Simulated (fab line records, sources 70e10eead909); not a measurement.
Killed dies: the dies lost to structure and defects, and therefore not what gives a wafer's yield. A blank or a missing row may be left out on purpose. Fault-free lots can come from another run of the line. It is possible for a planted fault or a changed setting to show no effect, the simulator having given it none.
Problem report, 8D (eight disciplines) form, completed by code    flow nandHarc    the parts of the form that need people (team, actions taken, sign-off) are left out

1. THE ISSUE
Mean of runLengthS at NHARC_A_WL_FILL_ETCHBACK_04: 133.4 s across 2 wafers in 2 lots; on wafers with no fault it is 141.4 s (standard deviation 0.41). Measured from the usual mean, that is -20 standard deviations.
The step: etches the open film in NF3, target depth 60 nm, time 120 s.
The first sign was on wafer L406.3 at day 19 13:03, on rieMetal-01. The record has a number at this step for 37 wafers belonging to 13 lots. Rule for "out", or "out of limits": more than 4 standard deviations from the usual mean. The other wafers with a number count as sound.

2. WHAT IT IS; WHAT IT IS NOT
question                     is                 is not
which readings at this step  runLengthS         drypumpMotorCurrentA
which lots                   L405, L406         L389, L390, L391, L393, L394, L396, L398, L399, L409, L411, L412
which wafers of those lots   L405.6, L406.3     L405.2, L406.5
read on which tools          rieMetal-01        rieMetal-02, rieMetal-03
when                         from day 19 13:03  up to then (25 sound wafers); but 10 sound wafers of L405, L409, L411, L412 came after

3. SUSPECTS, AND WHAT RULES EACH OUT
Counting: any tool at a process step up to the reading remains a suspect provided it ran every lot that is out. Sound lots after the first of them don't rule it out here, since some wafers of a struck lot are sound.
- harEtch-02 at NHARC_A_SLIT_ETCH_26 (etches the open film in C4F8/O2/Ar, time 90 s, target depth 400 nm): kept. Ran every lot that is out, first one L406 (day 18 18:49); last sound lot up to then L398 (day 17 04:06).
- rieDiel-07 at NHARC_A_SLIT_ETCH_29 (etches the open film in CF4/O2, target depth 100 nm, overetch 10 nm, time 55 s): kept. Ran every lot that is out, first one L406 (day 18 19:22); last sound lot up to then L393 (day 15 22:15).
- rieMetal-01 at NHARC_A_WL_FILL_ETCHBACK_04 (etches the open film in NF3, target depth 60 nm, time 120 s): kept. Ran every lot that is out, first one L406 (day 19 13:03); last sound lot up to then L394 (day 16 17:18). On those wafers its own readings are out: runLengthS.
- Within rieDiel-07 at NHARC_A_SLIT_ETCH_29: the wafers that are out ran in chambers 0, 1; their sound lot-mates ran in chambers 2, 3.
After the count, these remain: harEtch-02 at NHARC_A_SLIT_ETCH_26, rieDiel-07 at NHARC_A_SLIT_ETCH_29 and rieMetal-01 at NHARC_A_WL_FILL_ETCHBACK_04.

4. THE CAUSE (what the simulator had put in)
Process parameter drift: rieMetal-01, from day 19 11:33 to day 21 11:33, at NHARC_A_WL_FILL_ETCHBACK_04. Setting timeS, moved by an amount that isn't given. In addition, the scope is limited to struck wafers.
Counting left 3 suspects, and this tool is among them.

5. THE EFFECT CHAIN, in route order
Each row: a reading whose mean over the struck wafers that have a number lies more than 3 standard deviations from the usual. Readings are gone through only where the record gives a usual standard deviation; hours: the median, over the lots, of the time from a lot's start at the first step in this table giving one to that lot's start at this step; sigmas: the change measured in usual standard deviations.
hours  step                         reading     usual    on struck wafers  change  sigmas
0      NHARC_A_WL_FILL_ETCHBACK_04  runLengthS  141.4 s  133.4             -8.0    -20
It contains these process steps:
- NHARC_A_WL_FILL_ETCHBACK_04: etches the open film in NF3, target depth 60 nm, time 120 s.
At these later measuring or inspecting steps, every struck wafer for which the step has a row has a number for every such reading, and none has moved that far: NHARC_END_SORT_01.

6. HOW IT WOULD HAVE BEEN CAUGHT EARLIER
The fault began at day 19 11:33; the first out-of-limits reading in this record came at day 19 13:03, 2 hours later.
